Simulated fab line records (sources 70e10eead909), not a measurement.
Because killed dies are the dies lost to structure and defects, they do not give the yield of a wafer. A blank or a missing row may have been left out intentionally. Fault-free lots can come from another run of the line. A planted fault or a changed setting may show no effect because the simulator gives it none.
Comparing a struck lot with a sound one | flow nand harc | 23 steps out of a route of 1159
Sound: wafers L120.1, L120.5, L120.6. Struck: wafer L133.1. The cause is named last.
Each step with rows lists, per side, the tool, then ch with its chambers, then its first start. Under that, the readings that differ: sound wafers | struck wafers | difference of the means | sigmas: that difference in standard deviations of wafers without a fault.
alike: readings with means less than 2 such deviations apart, plus words and numbers identical on both sides. not compared: withheld readings, readings lacking a value on some wafer, bounds such as >300 that could conceal the same value, and numbers that have no deviation in the record and whose values overlap.
A row with sigmas, a row that says differs or no value, or rows on one side alone: a step with any of these is where the two part. Numbers that have no deviation but don't overlap get no sigmas and don't part them. A reading that every wafer of one side lacks parts them only if that side has two wafers or more.

first, 2 steps without rows for these wafers: NHARC_A_SGD_CUT_PEB_07 (peb time 65 s); NHARC_A_SGD_CUT_DEVELOP_08 (develop time 35 s).
NHARC_A_SGD_CUT_CD_MEAS_09 targets a cd of 100 nm.
  sound on cd sem-03 ch 0, day 15 07:13; struck on cd sem-01 ch 0, day 18 17:07
  alike: cd nm
NHARC_A_SGD_CUT_OVL_MEAS_10:
  struck on overlay-02, day 18 17:11; sound on overlay-01, day 15 07:18
  alike: overlay x nm, overlay y nm
NHARC_A_SGD_CUT_INSPECT_11:
  struck on defect inspect-02, day 18 17:14; sound on defect inspect-01, day 15 07:20
  alike: raw defect count
NHARC_A_SGD_CUT_DESCUM_14: chemistry O2, time 3 s.
  sound on rie diel-03 ch 1,2, day 15 07:24; struck on rie diel-04 ch 3, day 18 17:19
  alike: drypump motor current A, mfc ar sccm, oes product au, rf vpp V, showerhead plenum p Torr, throttle valve pct
  not compared: rf hours counter h
then, 1 step without rows for these wafers: NHARC_A_SGD_CUT_ETCH_58 (etches the open film in CF4, target depth 39 nm, time 65 s).
NHARC_A_SGD_CUT_ETCH_59: etches the open film in N2/H2, target depth 260 nm, time 406.25 s.
  sound on rie diel-03 ch 1,2,3; struck on rie diel-04 ch 0
  alike: drypump motor current A, mfc ar sccm, oes product au, rf vpp V, showerhead plenum p Torr, throttle valve pct
  not compared: rf hours counter h
then, 1 step without rows for these wafers: NHARC_A_SGD_CUT_ETCH_15 (etches the open film in CH3F/O2, target depth 75 nm, time 64.3 s).
NHARC_A_SGD_CUT_ETCH_16: etches the open film in C4F8/O2/Ar, target depth 310.5 nm, time 155.2 s.
  sound on rie diel-03 ch 0,1,3; struck on rie diel-04 ch 3
  alike: oes product au, rf vpp V
  not compared: rf hours counter h
then, 2 steps without rows for these wafers: NHARC_A_SGD_CUT_STRIP_60 (strips in C4F8/O2/Ar); NHARC_A_SGD_CUT_STRIP_17 (strips in O2).
NHARC_A_SGD_CUT_PRECLEAN_18: cleans in SC1.
  sound on wet bench-03 ch 1,2,5, day 15 08:22; struck on wet bench-03 ch 6, day 18 18:17
  alike: h2o2 flow mL min
then, 3 steps without rows for these wafers: NHARC_A_SGD_CUT_SRD_19; NHARC_A_SGD_CUT_DEP_20 (deposits SiO2, target thk 150 nm); NHARC_A_SGD_CUT_ANNEAL_27 (time 1800 s).
NHARC_A_SGD_CUT_CMP_21: polishes, target thk 148.19 nm.
  sound on cmp-03 ch 0,3, day 15 12:29; struck on cmp-02 ch 3, day 19 00:07
  alike: edge zone pressure frac, motor current A, time to endpoint s
NHARC_A_SGD_CUT_THK_MEAS_22: measures by ellipsometry.
  struck on film metro-02, day 19 00:19; sound on film metro-01, day 15 12:45
  alike: thk nm
then, 2 steps without rows for these wafers: NHARC_A_SGD_CUT_SRD_23; NHARC_A_SGD_CUT_ETCH_26 (etches SiO2 in dHF, target depth 45.8 nm).
NHARC_A_SGD_CUT_ETCHBACK_24: etches the open film in CH3F/O2, target depth 50 nm, time 92.857 s.
  sound on rie diel-07 ch 2,3, day 15 12:58; struck on rie diel-07 ch 3, day 19 00:34
  alike: drypump motor current A, mfc ar sccm, oes product au, rf vpp V, showerhead plenum p Torr, throttle valve pct
  not compared: rf hours counter h
then, 1 step without rows for these wafers: NHARC_A_SGD_CUT_STRIP_28 (strips in O2, time 20 s).
-- jump in the record: it breaks off in module A_SGD_CUT and resumes in module END (first step shown: number 1159 of the route), and 5 days separate the struck wafers' starts before and after --
NHARC_END_SORT_01:
  sound on prober-02 ch 0, day 20 23:22; struck on prober-02 ch 0, day 23 22:14
  reading         | sound | struck | difference | sigmas
  killed at array | 26    | 94     | +68        | +7
  killed at other | 0     | 2      | +2         | +3
  killed dies     | 28    | 101    | +73        | +7
  killed open     | 0     | 5      | +5         | +2
  alike: killed at periphery, killed short

WHERE THEY PART
Only at NHARC_END_SORT_01, as far as this record shows.

WHY: what the simulator had put in
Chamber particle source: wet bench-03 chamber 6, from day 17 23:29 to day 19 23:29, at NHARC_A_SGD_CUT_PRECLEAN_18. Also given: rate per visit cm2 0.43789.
